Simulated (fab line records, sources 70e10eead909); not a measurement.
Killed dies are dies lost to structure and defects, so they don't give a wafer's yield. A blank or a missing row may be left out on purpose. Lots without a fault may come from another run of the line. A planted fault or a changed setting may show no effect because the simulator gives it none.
fab line records | flow nand_harc | part 2 of 2: steps 25 to 30 of 30
record lots=5 wafers=15 last_day=34
route steps=1302 shown A_STAIRCASE@710
lots that met no fault: from a run of the same line without faults
start_h: hours from the record's first day to the start of the lot's first wafer shown | wait_h: hours since the lot's step before | " the same as in the row above | L1.1+2: a row that stands for several wafers | - no value, or no start given | * or withheld: withheld | < > ~ a bound
route shown NAME@n: a module of which the file shows steps, and the number in the route of the first | usual: mean/standard deviation of fault-free wafers | same: alike in all rows | chamber/n: place in a boat | sites: the reading at each site | _std_site: their standard deviation | _edge_site: outer sites' mean less inner sites' | radius_mm: how far each site lies from the wafer's centre | mask NAME#n: copy n | behind: the tool/chamber that last shaped the wafer | hold: why the lot was held/for how many hours/how that ended | device: the transistor (n, p or np) that didn't switch | end of line: the same wafers' tests at the end of the route | a step without rows: its recipe alone | killed: dies lost to structure and defects at the first sort, not the wafer's yield | map: a wafer's dies, x killed, . not, _ none there
set.NAME: the setting as run; set.NAME@STEP: as run at that earlier step | model.NAME: the simulator's own value behind a step, which no gauge read
lots at some steps of the route; a table a step, a row a wafer
services: from which hour (start_h, from the record's first day; less than 0 if before it) a tool's chamber was out of use, for how many hours, and why
## steps
# step NHARC_A_STAIRCASE_TRIM_222
# recipe time_s=211.2 o2_flow_sccm=500 ar_flow_sccm=0 bias_w=0 chemistry=O2
# usual drypump_motor_current_A=6.0/0.39 oes_product_au=1.002/0.0074 rf_vpp_V=57.9/0.91 showerhead_plenum_p_Torr=3.57/0.17 throttle_valve_pct=17.036/0.0091
# columns lot.wafer tool chamber start_h wait_h drypump_motor_current_A oes_product_au rf_hours_counter_h rf_vpp_V showerhead_plenum_p_Torr throttle_valve_pct
L080.2 rie_diel-13 2 - - 6.3 0.999 21 58.1 3.80 17.025
L080.1 " 1 " " 6.5 0.997 20 58.3 3.66 17.034
L080.6 " 3 " " 6.1 0.997 - 57.6 3.34 17.042
L079.3 rie_diel-13 0 - - 6.4 0.991 22 58.1 3.36 17.036
L079.2 " 2 " " 6.3 1.005 22 59.6 3.80 17.046
L079.5 " 0 " " 6.5 1.008 - 58.5 3.36 17.039
L081.4 rie_diel-13 3 - - 6.1 0.999 27 56.7 3.34 17.042
L081.1 " 0 " " 6.5 0.996 26 57.5 3.36 17.023
L081.5 " 2 " " 6.2 0.996 - 59.2 3.79 17.051
L094.3 rie_diel-13 1 - - 6.4 1.006 10 58.6 3.64 17.043
L094.6 " 1 " " 6.4 1.007 - 58.5 3.64 17.029
L094.5 " 2 " " 6.3 1.007 - 58.1 3.77 17.049
L097.3 rie_diel-05 0 - - 6.2 1.008 2 57.9 3.63 17.033
L097.1 " 2 " " 5.3 0.993 2 58.8 3.61 17.034
L097.5 " 3 " " 5.5 0.997 - 58.1 3.44 17.034
# step NHARC_A_STAIRCASE_ETCH_223
# recipe target_depth_a=1000 time_s=40.5 ion_energy_ev=400 c4f8_flow_sccm=20 o2_flow_sccm=10 ar_flow_sccm=withheld rf_w=600 bias_w=1000 chemistry=C4F8/O2
# usual oes_product_au=0.943/0.01 rf_vpp_V=897/6.2
# columns lot.wafer tool chamber start_h wait_h oes_product_au rf_hours_counter_h rf_vpp_V
L080.1 rie_diel-13 3 - - 0.945 22 889
L080.2 " 0 " " 0.943 21 889
L080.6 " 0 " " 0.946 - 890
L079.2 rie_diel-13 1 - - 0.942 21 903
L079.3 " 2 " " 0.949 22 905
L079.5 " 2 " " 0.942 - 906
L081.4 rie_diel-13 0 - - 0.934 26 889
L081.1 " 1 " " 0.935 26 901
L081.5 " 3 " " 0.925 - 888
L094.3 rie_diel-13 2 - - 0.947 10 905
L094.5 " 2 " " 0.946 - 905
L094.6 " 3 " " 0.956 - 889
L097.1 rie_diel-05 3 - - 0.939 2 894
L097.3 " 0 " " 0.949 2 901
L097.5 " 2 " " 0.946 - 900
# step NHARC_A_STAIRCASE_TRIM_224
# recipe time_s=211.2 o2_flow_sccm=500 ar_flow_sccm=0 bias_w=0 chemistry=O2
# usual drypump_motor_current_A=6.0/0.38 oes_product_au=1.002/0.0077 rf_vpp_V=57.7/0.91 showerhead_plenum_p_Torr=3.55/0.17 throttle_valve_pct=17.037/0.01
# columns lot.wafer tool chamber start_h wait_h drypump_motor_current_A oes_product_au rf_hours_counter_h rf_vpp_V showerhead_plenum_p_Torr throttle_valve_pct
L080.1 rie_diel-13 3 - - 6.1 1.009 22 57.5 3.34 17.023
L080.2 " 1 " " 6.4 0.996 20 59.0 3.66 17.037
L080.6 " 3 " " 6.0 1.003 - 57.7 3.34 17.036
L079.3 rie_diel-13 2 - - 6.3 0.994 22 56.6 3.80 17.033
L079.2 " 3 " " 6.1 1.012 23 57.4 3.34 17.042
L079.5 " 1 " " 6.4 0.999 - 58.3 3.66 17.043
L081.1 rie_diel-13 3 - - 6.1 0.995 27 56.9 3.34 17.032
L081.4 " 1 " " 6.4 1.002 26 58.3 3.66 17.033
L081.5 " 3 " " 6.1 1.000 - 57.2 3.34 17.041
L094.3 rie_diel-13 3 - - 6.1 1.003 13 57.8 3.32 17.030
L094.5 " 1 " " 6.4 1.002 - 58.0 3.64 17.024
L094.6 " 2 " " 6.3 1.009 - 57.5 3.77 17.039
L097.3 rie_diel-05 3 - - 5.5 1.002 2 57.4 3.44 17.032
L097.1 " 0 " " 6.2 1.008 2 57.1 3.63 17.041
L097.5 " 0 " " 6.2 1.011 - 58.1 3.63 17.028
# step NHARC_A_STAIRCASE_ETCH_225
# recipe target_depth_a=1000 time_s=40.5 ion_energy_ev=400 c4f8_flow_sccm=20 o2_flow_sccm=10 ar_flow_sccm=withheld rf_w=600 bias_w=1000 chemistry=C4F8/O2
# usual oes_product_au=0.946/0.0081 rf_vpp_V=897/6.1
# columns lot.wafer tool chamber start_h wait_h oes_product_au rf_hours_counter_h rf_vpp_V
L080.2 rie_diel-13 1 - - 0.954 20 901
L080.1 " 0 " " 0.961 21 891
L080.6 " 2 " " 0.934 - 905
L079.2 rie_diel-13 0 - - 0.933 22 890
L079.3 " 3 " " 0.938 23 889
L079.5 " 0 " " 0.938 - 890
L081.1 rie_diel-13 0 - - 0.927 27 892
L081.4 " 1 " " 0.942 26 901
L081.5 " 3 " " 0.927 - 890
L094.3 rie_diel-13 1 - - 0.945 11 900
L094.6 " 0 " " 0.956 - 889
L094.5 " 1 " " 0.953 - 900
L097.3 rie_diel-05 0 - - 0.946 2 900
L097.1 " 2 " " 0.950 2 899
L097.5 " 1 " " 0.952 - 903
# step NHARC_A_STAIRCASE_TRIM_226
# recipe time_s=211.2 o2_flow_sccm=500 ar_flow_sccm=0 bias_w=0 chemistry=O2
# usual drypump_motor_current_A=6.0/0.38 oes_product_au=1.002/0.0077 rf_vpp_V=57.9/0.96 showerhead_plenum_p_Torr=3.57/0.17 throttle_valve_pct=17.036/0.009
# columns lot.wafer tool chamber start_h wait_h drypump_motor_current_A oes_product_au rf_hours_counter_h rf_vpp_V showerhead_plenum_p_Torr throttle_valve_pct
L080.2 rie_diel-13 2 - - 6.3 0.999 21 58.8 3.80 17.043
L080.1 " 0 " " 6.4 1.002 21 57.5 3.36 17.030
L080.6 " 2 " " 6.3 1.001 - 59.2 3.80 17.037
L079.3 rie_diel-13 2 - - 6.3 1.008 22 57.6 3.80 17.034
L079.2 " 1 " " 6.4 1.006 21 58.7 3.66 17.042
L079.5 " 2 " " 6.3 0.996 - 59.1 3.80 17.054
L081.4 rie_diel-13 0 - - 6.5 0.992 28 57.3 3.36 17.037
L081.1 " 1 " " 6.4 1.008 27 58.1 3.66 17.047
L081.5 " 2 " " 6.3 0.994 - 58.1 3.79 17.050
L094.3 rie_diel-13 2 - - 6.3 1.005 11 56.8 3.77 17.045
L094.5 " 1 " " 6.4 1.002 - 58.0 3.64 17.027
L094.6 " 2 " " 6.2 0.998 - 58.6 3.77 17.048
L097.1 rie_diel-05 1 - - 5.5 0.999 2 55.4 3.68 17.028
L097.3 " 2 " " 5.3 1.018 2 58.7 3.61 17.035
L097.5 " 2 " " 5.3 1.010 - 59.0 3.61 17.037
# step NHARC_A_STAIRCASE_ETCH_227
# recipe target_depth_a=1000 time_s=40.5 ion_energy_ev=400 c4f8_flow_sccm=20 o2_flow_sccm=10 ar_flow_sccm=withheld rf_w=600 bias_w=1000 chemistry=C4F8/O2
# usual oes_product_au=0.945/0.012 rf_vpp_V=898/6
# columns lot.wafer tool chamber start_h wait_h oes_product_au rf_hours_counter_h rf_vpp_V
L080.1 rie_diel-13 1 - - 0.940 20 900
L080.2 " 2 " " 0.930 21 905
L080.6 " 1 " " 0.932 - 902
L079.3 rie_diel-13 3 - - 0.933 23 889
L079.2 " 0 " " 0.933 22 891
L079.5 " 2 " " 0.930 - 906
L081.4 rie_diel-13 0 - - 0.957 28 890
L081.1 " 1 " " 0.969 27 900
L081.5 " 3 " " 0.959 - 891
L094.3 rie_diel-13 0 - - 0.961 13 888
L094.5 " 0 " " 0.952 - 888
L094.6 " 1 " " 0.936 - 899
L097.3 rie_diel-05 0 - - 0.950 2 900
L097.1 " 1 " " 0.944 2 900
L097.5 " 2 " " 0.947 - 898
## services
# columns tool chamber start_h hours kind
wet_bench-01 - 391.99 4.8 repair
rie_diel-05 3 399.97 5.3 repair
rie_diel-07 1 400.98 15.2 repair
litho_track-02 - 402.00 7.0 pm
krf_scanner-04 - 403.15 0.8 repair
rie_diel-05 - 407.97 9.0 pm
wet_bench-02 - 420.00 8.0 pm
litho_track-07 - 426.00 7.0 pm
plasma_asher-02 - 426.73 9.0 pm
rie_diel-05 3 438.00 8.6 repair
rie_diel-05 1 447.27 2.6 repair
wet_bench-01 - 453.60 8.0 pm
rie_diel-07 - 471.39 9.0 pm
litho_track-05 - 474.00 7.0 pm
rie_diel-07 1 497.00 2.0 repair
rie_diel-07 2 505.24 65.9 repair
rie_diel-13 - 521.21 9.0 pm
plasma_asher-01 - 523.61 9.0 pm
krf_scanner-04 - 526.00 4.0 pm
wet_bench-01 - 575.77 8.5 repair
litho_track-02 - 577.00 7.0 pm
rie_diel-05 - 584.97 9.0 pm
wet_bench-02 - 596.00 8.0 pm
rie_diel-13 - 597.85 0.8 repair
